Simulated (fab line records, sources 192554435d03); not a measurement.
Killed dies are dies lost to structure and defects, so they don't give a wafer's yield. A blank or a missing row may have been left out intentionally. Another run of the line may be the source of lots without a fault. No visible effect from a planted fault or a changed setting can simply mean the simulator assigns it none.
fab line records	flow n5-finfet
[record] lots = 11	wafers = 30	last-day = 16
route steps=1938 shown HKMG_FIN@442 BEOL_M4@1111 PASSIVATION@1936
lots that met no fault: taken from a fault-free run of the same line
start-h: hours from the record's opening day to when the first of the lot's shown wafers began	wait-h: hours elapsed since this lot's preceding step	" same as the row above	L1.1+2: a row that stands for several wafers	- no value present, or no start provided	* or withheld: withheld	< > ~ a bound
route shown NAME@n: a module of which the file shows steps, and the number in the route of the first	usual: mean/standard deviation taken from wafers without a fault	same: alike in all rows	chamber/n: place in a boat	sites: the reading at each site	_std_site: the values' standard deviation	_edge_site: the outer-site mean with the inner-site mean subtracted	radius-mm: how far each site lies from the wafer's centre	mask NAME#n: copy n	behind: the last tool/chamber to shape the wafer	hold: reason for holding the lot/hours on hold/outcome of the hold	device: transistor that didn't switch, given as n, p or np	end of line: tests of these same wafers at the route's end	a step given without rows: its recipe and nothing more	killed: at the first sort, the dies lost to defects and structure; wafer yield is something else	map: the dies of a wafer, with x for killed, . for not killed, _ for no die there
set.NAME: the setting the step ran with; set.NAME@STEP: the setting that earlier step ran with	model.NAME: the simulator's own value behind a step, which no gauge read
one table for each step of the route and one row for each wafer, over a sample of lots
services: the hour from which a tool's chamber was out of use, counted from the record's first day as start-h (under 0 if before that day), plus the number of hours and why
[[steps]]
[step N5_HKMG_FIN_ALD_91]
[recipe] material = TiN	target-thk-a = 10	temp-c = 400	ald-precursor-family = TiCl4	ald-co-reactant = NH3	pulse-time-s = 1	purge-time-s = 3	co-reactant-purge-time-s = 2	co-reactant-pulse-time-s = 2	ald-cycles = 47	pressure-torr = 3
[usual] heater-power-w = 910/100	precursor-pulse-height-rel = 1.000/0.021
lot.wafer	tool	chamber	start-h	wait-h	heater-power-w	precursor-pulse-height-rel
L543.2	ald-metal-02	2	83.12	0.3	909	1.010
L543.5	"	2	"	"	920	0.986
L543.6	"	1	"	"	700	1.004
L544.3	ald-metal-01	1	87.54	0.1	816	1.015
L544.4	"	3	"	"	940	1.022
L545.2	ald-metal-02	2	94.89	0.3	910	0.993
L545.4	"	3	"	"	851	1.011
L545.6	"	3	"	"	855	0.994
L546.4	ald-metal-01	3	101.10	0.1	929	0.990
L546.5	"	1	"	"	809	1.018
L546.6	"	0	"	"	1068	1.003
L548.2	ald-metal-01	1	113.44	0.3	815	0.976
L548.3	"	3	"	"	941	1.014
L548.6	"	0	"	"	1071	1.019
L549.1	ald-metal-02	1	119.17	0.3	709	0.993
L549.4	"	0	"	"	1010	1.025
L549.5	"	3	"	"	866	1.001
L550.2	ald-metal-04	0	131.12	0.3	948	1.003
L550.4	"	2	"	"	807	0.985
L550.5	"	2	"	"	799	1.008
L556.4	ald-metal-01	3	163.91	0.1	945	1.002
L556.5	"	2	"	"	980	0.991
L556.6	"	3	"	"	964	0.939
L561.2	ald-metal-04	0	191.70	0.3	956	0.988
L561.3	"	3	"	"	1005	1.002
L562.2	ald-metal-04	1	196.15	0.3	770	1.023
L562.3	"	3	"	"	984	1.017
L563.2	ald-metal-04	3	204.26	0.3	979	1.005
L563.4	"	0	"	"	968	0.982
L563.5	"	3	"	"	987	0.981
[step N5_HKMG_FIN_NWFM_ALD_20]
[recipe] material = TiAlC	target-thk-a = 20	temp-c = 300	ald-precursor-family = TiCl4	ald-co-reactant = TEA	pulse-time-s = 3	purge-time-s = 2	co-reactant-purge-time-s = 2	co-reactant-pulse-time-s = 10	ald-cycles = 7	pressure-torr = 3
[usual] heater-power-w = 504/58	precursor-pulse-height-rel = 1.001/0.02
lot.wafer	tool	chamber	start-h	wait-h	heater-power-w	precursor-pulse-height-rel
L543.2	ald-metal-01	3	84.10	0.3	507	1.012
L543.5	"	0	"	"	585	1.018
L543.6	"	3	"	"	512	0.991
L544.3	ald-metal-04	1	88.52	0.1	425	1.021
L544.4	"	0	"	"	541	0.994
L545.2	ald-metal-01	2	95.86	0.3	570	1.000
L545.4	"	1	"	"	454	0.996
L545.6	"	3	"	"	526	0.965
L546.4	ald-metal-02	3	102.23	0.1	481	1.010
L546.5	"	2	"	"	504	0.982
L546.6	"	1	"	"	398	1.009
L548.2	ald-metal-02	0	114.49	0.3	555	0.999
L548.3	"	1	"	"	393	0.993
L548.6	"	3	"	"	474	1.019
L549.1	ald-metal-01	1	120.32	0.3	449	0.958
L549.4	"	0	"	"	591	1.004
L549.5	"	2	"	"	577	1.011
L550.2	ald-metal-04	0	132.09	0.3	522	0.994
L550.4	"	2	"	"	458	1.011
L550.5	"	2	"	"	450	1.028
L556.4	ald-metal-04	0	164.91	0.1	535	0.981
L556.5	"	1	"	"	439	1.002
L556.6	"	0	"	"	528	1.047
L561.2	ald-metal-04	3	192.67	0.3	536	1.031
L561.3	"	2	"	"	451	0.995
L562.2	ald-metal-01	3	197.12	0.3	512	0.990
L562.3	"	2	"	"	573	0.987
L563.2	ald-metal-01	2	205.25	0.3	565	1.019
L563.4	"	1	"	"	463	1.014
L563.5	"	0	"	"	586	0.970
[step N5_HKMG_FIN_CMP_23]
[recipe] stop-on = SiNx	t-overpolish-s = 10	post-cmp-clean = rinse-only	down-force-psi = 4	platen-rpm = 50.289	pad-velocity-m-s = 1.0006	target-thk-nm = 46.326
[usual] motor-current-A = 12.3/1.1	overpolish-run-s = 9.98/0.16	platen-rpm = 50.28/0.034	retaining-ring-pressure-frac = 0.999/0.0049	slurry-filter-dp-kPa = 13.49/0.14	time-to-endpoint-s = 12/3.3
[same] t-overpolish-s = 10
lot.wafer	tool	chamber	start-h	wait-h	motor-current-A	overpolish-run-s	platen-rpm	retaining-ring-pressure-frac	slurry-filter-dp-kPa	time-to-endpoint-s
L543.2	cmp-04	1	85.82	0.0	12.6	10.01	50.30	1.000	13.64	15
L543.6	"	1	"	"	12.4	9.99	50.26	1.002	13.58	13
L543.5	"	2	"	"	10.4	10.00	50.28	0.995	13.55	15
L544.3	cmp-02	2	90.32	0.0	10.9	10.00	50.26	1.003	13.30	10
L544.4	"	3	"	"	11.3	10.00	50.32	0.990	13.55	11
L545.4	cmp-04	1	97.57	0.0	11.8	10.00	50.30	1.000	13.39	13
L545.2	"	3	"	"	14.7	10.01	50.33	1.000	13.29	10
L545.6	"	1	"	"	12.2	10.00	50.31	1.002	13.65	13
L546.4	cmp-04	1	104.86	0.3	11.5	9.99	50.23	0.995	13.60	13
L546.5	"	2	"	"	10.3	9.98	50.31	0.995	13.42	16
L546.6	"	3	"	"	14.1	10.00	50.27	0.996	13.69	9
L548.3	cmp-02	2	116.35	0.1	11.0	10.00	50.25	1.002	13.42	9
L548.2	"	3	"	"	12.0	10.00	50.35	1.002	13.23	11
L548.6	"	1	"	"	12.8	9.99	50.30	1.000	13.82	11
L549.4	cmp-02	2	122.13	0.0	11.2	9.99	52.31	0.999	13.49	9
L549.1	"	0	"	"	12.6	9.99	52.32	1.006	13.49	12
L549.5	"	2	"	"	11.3	10.00	52.30	0.993	13.37	8
L550.2	cmp-02	0	133.81	0.0	12.2	9.99	52.27	0.993	13.55	15
L550.4	"	2	"	"	11.0	9.99	52.31	0.998	13.55	10
L550.5	"	1	"	"	13.2	10.01	52.34	0.995	13.36	14
L556.4	cmp-04	2	166.71	0.0	10.4	10.00	50.27	1.001	13.61	17
L556.5	"	2	"	"	10.9	9.99	50.25	1.001	13.59	18
L556.6	"	3	"	"	14.8	9.99	50.24	1.008	13.19	11
L561.2	cmp-02	1	194.56	0.2	13.5	10.00	50.26	0.994	13.73	9
L561.3	"	2	"	"	10.9	10.00	50.30	0.993	13.37	9
L562.3	cmp-02	0	198.83	0.0	12.6	10.00	50.25	1.002	13.35	14
L562.2	"	2	"	"	11.3	9.99	50.28	0.996	13.69	9
L563.2	cmp-01	3	207.04	0.1	11.8	9.99	50.22	1.001	13.51	17
L563.4	"	0	"	"	13.0	9.99	50.26	0.998	13.37	7
L563.5	"	3	"	"	12.2	10.01	50.26	1.015	13.60	16
[step N5_HKMG_FIN_INSPECT_28]
[recipe] inspect-instrument = darkfield	mode = post-cmp
[usual] raw-defect-count = 34/14
lot.wafer	tool	chamber	start-h	wait-h	raw-defect-count
L543.2	defect-inspect-01	-	86.53	0.0	19
L543.5	"	-	"	"	56
L543.6	"	-	"	"	41
L544.3	defect-inspect-02	-	91.03	0.0	68
L544.4	"	-	"	"	21
L545.2	defect-inspect-01	-	98.29	0.0	35
L545.4	"	-	"	"	14
L545.6	"	-	"	"	19
L546.4	defect-inspect-02	-	105.34	0.0	55
L546.5	"	-	"	"	23
L546.6	"	-	"	"	48
L548.2	defect-inspect-01	-	116.98	0.0	31
L548.3	"	-	"	"	18
L548.6	"	-	"	"	23
L549.1	defect-inspect-01	-	122.84	0.0	25
L549.4	"	-	"	"	18
L549.5	"	-	"	"	20
L550.2	defect-inspect-01	-	134.52	0.0	34
L550.4	"	-	"	"	20
L550.5	"	-	"	"	26
L556.4	defect-inspect-01	-	167.43	0.0	49
L556.5	"	-	"	"	51
L556.6	"	-	"	"	71
L561.2	defect-inspect-02	-	195.11	0.0	62
L561.3	"	-	"	"	18
L562.2	defect-inspect-02	-	199.55	0.0	24
L562.3	"	-	"	"	17
L563.2	defect-inspect-02	-	207.67	0.0	15
L563.4	"	-	"	"	10
L563.5	"	-	"	"	17
[step N5_BEOL_M4_RC_MEAS_101]
[usual] DIBL_N = 36.9/2.1	DIBL_P = 37.1/2.5	IOFF_N = 0.17/0.039	IOFF_P = 0.23/0.043	ION_N = 673/15	ION_P = 462/9.1	SS_N = 71.8/0.69	SS_P = 73.6/0.74	VT_N = 250/3.6	VT_P = -249.7/2.9
lot.wafer	tool	chamber	start-h	wait-h	DIBL_N[mV/V]	DIBL_P[mV/V]	IOFF_N[nA/um]	IOFF_P[nA/um]	ION_N[uA/um]	ION_P[uA/um]	SS_N[mV/dec]	SS_P[mV/dec]	VT_N[mV]	VT_P[mV]
L543.2	prober-02	0	177.83	0.2	35.1	37.0	0.16	0.24	691	474	71.2	74.0	251	-247.6
L543.5	"	0	"	"	36.0	36.9	0.15	0.23	666	459	71.7	73.6	253	-248.0
L543.6	"	0	"	"	34.3	35.4	0.14	0.20	674	464	71.2	73.3	249	-248.0
L545.2	prober-01	0	180.79	0.2	33.5	33.0	0.12	0.17	677	465	70.8	72.1	254	-252.8
L545.4	"	0	"	"	35.6	35.0	0.15	0.19	665	453	71.1	72.9	249	-252.3
L545.6	"	0	"	"	35.8	35.6	0.14	0.19	667	452	70.7	73.2	251	-250.6
L544.3	prober-02	0	181.22	0.3	40.9	43.9	0.29	0.35	703	476	72.5	75.0	241	-245.6
L544.4	"	0	"	"	39.4	41.2	0.23	0.29	682	461	72.1	74.2	245	-245.4
L546.4	prober-02	0	197.94	0.5	35.4	35.1	0.14	0.20	662	456	71.9	74.4	255	-251.6
L546.5	"	0	"	"	34.6	34.5	0.14	0.19	659	451	72.0	73.8	254	-250.6
L546.6	"	0	"	"	37.6	37.6	0.18	0.22	683	469	72.3	74.3	251	-250.2
L548.2	prober-01	0	198.34	0.2	35.2	34.9	0.13	0.19	657	453	71.6	72.6	254	-252.9
L548.3	"	0	"	"	38.6	38.4	0.20	0.26	673	462	71.9	73.9	250	-246.8
L548.6	"	0	"	"	39.4	39.8	0.21	0.27	680	467	71.9	73.5	245	-245.6
L549.1	prober-02	0	205.37	0.0	36.1	34.1	0.13	0.19	668	461	70.6	72.6	256	-251.9
L549.4	"	0	"	"	36.6	36.1	0.14	0.22	676	470	71.1	72.7	251	-249.4
L549.5	"	0	"	"	36.8	36.1	0.15	0.23	654	456	71.0	73.3	252	-248.9
L550.2	prober-02	0	218.58	0.2	34.7	36.2	0.14	0.21	661	459	71.6	73.8	252	-247.3
L550.4	"	0	"	"	37.2	38.4	0.19	0.25	668	466	72.7	74.6	249	-244.8
L550.5	"	0	"	"	37.1	38.8	0.19	0.27	674	463	72.2	73.9	245	-245.1
L556.4	prober-01	0	257.96	0.5	38.0	37.7	0.16	0.23	663	456	71.7	73.1	253	-248.8
L556.5	"	0	"	"	36.4	35.8	0.13	0.19	664	461	70.7	73.1	257	-252.7
L556.6	"	0	"	"	38.3	39.0	0.18	0.26	683	469	71.3	74.0	250	-245.5
L562.2	prober-02	0	284.01	0.2	35.4	36.7	0.15	0.21	682	469	71.2	73.3	250	-251.0
L562.3	"	0	"	"	37.2	37.4	0.17	0.22	679	463	71.5	74.3	250	-249.4
L561.2	prober-01	0	284.13	0.2	40.9	43.4	0.28	0.34	707	486	74.2	75.1	243	-244.5
L561.3	"	0	"	"	39.5	40.8	0.22	0.28	682	456	73.1	75.3	244	-247.6
L563.2	prober-01	0	299.57	0.2	35.2	35.2	0.16	0.24	658	459	71.6	73.2	249	-246.8
L563.4	"	0	"	"	33.2	32.6	0.13	0.19	666	464	71.5	72.3	252	-248.8
L563.5	"	0	"	"	35.0	34.3	0.17	0.21	649	453	72.1	72.9	250	-248.8
[step N5_PASSIVATION_PROBE_49]
[usual] defect-limited-yield = 91.3/1.4	killed_at_M0_to_M3 = 32/9.5	killed_at_M4_up = 14/5.2	killed-at-contacts = 13/5.7	killed-at-front-end = 41/12	killed-at-other = 3.5/2.6	killed-dies = 103/17	killed-open = 68/14	killed-short = 32/7	sort_bin_4_leakage = 0.01/0.051	sort_bin_5_function = 5.0/0.91	sort_bin_6_memory = 3.3/0.7	sort_bin_8_speed = 0.03/0.22	sort-n-pass = 1076/17	sort-yield-pct = 91.2/1.4
[same] gross-dies = 1180	killed-at-back-side = 0
lot.wafer	tool	chamber	start-h	wait-h	defect-limited-yield[%]	killed_at_M0_to_M3	killed_at_M4_up	killed-at-contacts	killed-at-front-end	killed-at-other	killed-dies	killed-open	killed-short	sort_bin_4_leakage[%]	sort_bin_5_function[%]	sort_bin_6_memory[%]	sort_bin_8_speed[%]	sort-n-pass	sort-yield-pct[%]
L550.2	prober-01	-	314.67	0.1	92.4	27	10	21	28	4	90	57	33	0	4.7	2.9	0	1090	92.4
L550.4	prober-01	-	314.77	0.2	90.3	34	16	19	42	4	115	76	38	0	5.4	3.7	0	1065	90.3
L556.4	prober-02	-	359.39	0.2	89.2	40	13	21	48	6	128	78	41	0	5.3	4.5	0	1052	89.2
L556.5	prober-02	-	359.44	0.2	88.1	40	11	21	62	7	141	84	54	0	6.2	5.0	0	1039	88.1
L556.6	prober-02	-	359.49	0.3	91.6	18	22	8	47	4	99	60	32	0	4.9	2.5	0	1081	91.6
// killed by level:class
L550.2 MOL_CONTACT_COAG:geometric-particle:open=18 FIN_SAQP:geometric-particle:short=12 BEOL_M0_SAQP:geometric-particle:open=5 BEOL_M2:geometric-particle:open=5 BEOL_M4:geometric-particle:open=5 FIN_SAQP:geometric-particle:open=4 BEOL_M0:geometric-particle:open=4 BEOL_M1:geometric-particle:open=4
L550.4 MOL_CONTACT_COAG:geometric-particle:open=15 FIN_SAQP:geometric-particle:open=14 BEOL_M3:geometric-particle:open=11 BEOL_M4:geometric-particle:open=8 GATE_CUT:geometric-particle:open=5 GATE_CUT:geometric-particle:short=5 BEOL_M0_SAQP:geometric-particle:open=5 BEOL_M1:geometric-particle:short=5
L556.4 MOL_CONTACT_COAG:geometric-particle:open=20 BEOL_M0_SAQP:geometric-particle:short=17 FIN_SAQP:geometric-particle:open=9 HKMG_FIN:area-etch=9 GATE_CUT:geometric-particle:open=8 BEOL_M0_SAQP:geometric-particle:open=7 BEOL_M0:geometric-particle:open=7 BEOL_M4:geometric-particle:open=7
L556.5 MOL_CONTACT_COAG:geometric-particle:open=14 FIN_SAQP:geometric-particle:open=13 FIN_SAQP:geometric-particle:short=12 BEOL_M0_SAQP:geometric-particle:short=10 BEOL_M0_SAQP:geometric-particle:open=10 GATE_CUT:geometric-particle:short=8 BEOL_M2:geometric-particle:open=8 MOL_CONTACT_COAG:geometric-particle:short=7
L556.6 BEOL_M4:geometric-particle:open=16 FIN_SAQP:geometric-particle:open=13 HKMG_FIN:area-etch=7 GATE_CUT:geometric-particle:short=6 BEOL_M0_SAQP:geometric-particle:short=6 STI_FIN_REVEAL:geometric-particle:open=5 FIN_SAQP:geometric-particle:short=4 ILD0:geometric-particle:open=4
[[services]]
tool	chamber	start-h	hours	kind
ald-metal-02	-	61.26	0.8	repair
cmp-02	-	73.44	1.1	repair
ald-metal-02	3	77.14	10.3	repair
cmp-02	-	78.33	5.5	pm
ald-metal-02	-	85.26	8.7	pm
cmp-02	-	92.31	1.2	repair
cmp-01	-	105.68	0.8	repair
ald-metal-02	-	113.07	0.6	repair
ald-metal-02	-	134.71	0.4	repair
cmp-01	-	153.97	4.1	pm
cmp-02	-	154.51	1.9	repair
cmp-04	-	172.72	1.8	repair
[[key]]
[first-sign] step = N5_HKMG_FIN_CMP_23	reading = platen-rpm	direction = up	sigmas = 60	usual = 50.28	struck = 52.31
effect none on later readings
met-at N5_HKMG_FIN_CMP_23
struck-lots L549,L550
not-acting-at N5_HKMG_FIN_ALD_91,N5_HKMG_FIN_NWFM_ALD_20,N5_HKMG_FIN_INSPECT_28
onset-between 116.35 122.13
[fault] kind = process-parameter-drift	tool = cmp-02	chamber = -	onset-h = 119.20	steps = N5_HKMG_FIN_CMP_23	channel = platen-rpm	offset = 2.0116	shape = step	end-h = 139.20	acts-in = these-recipes-only	stated = 50.289
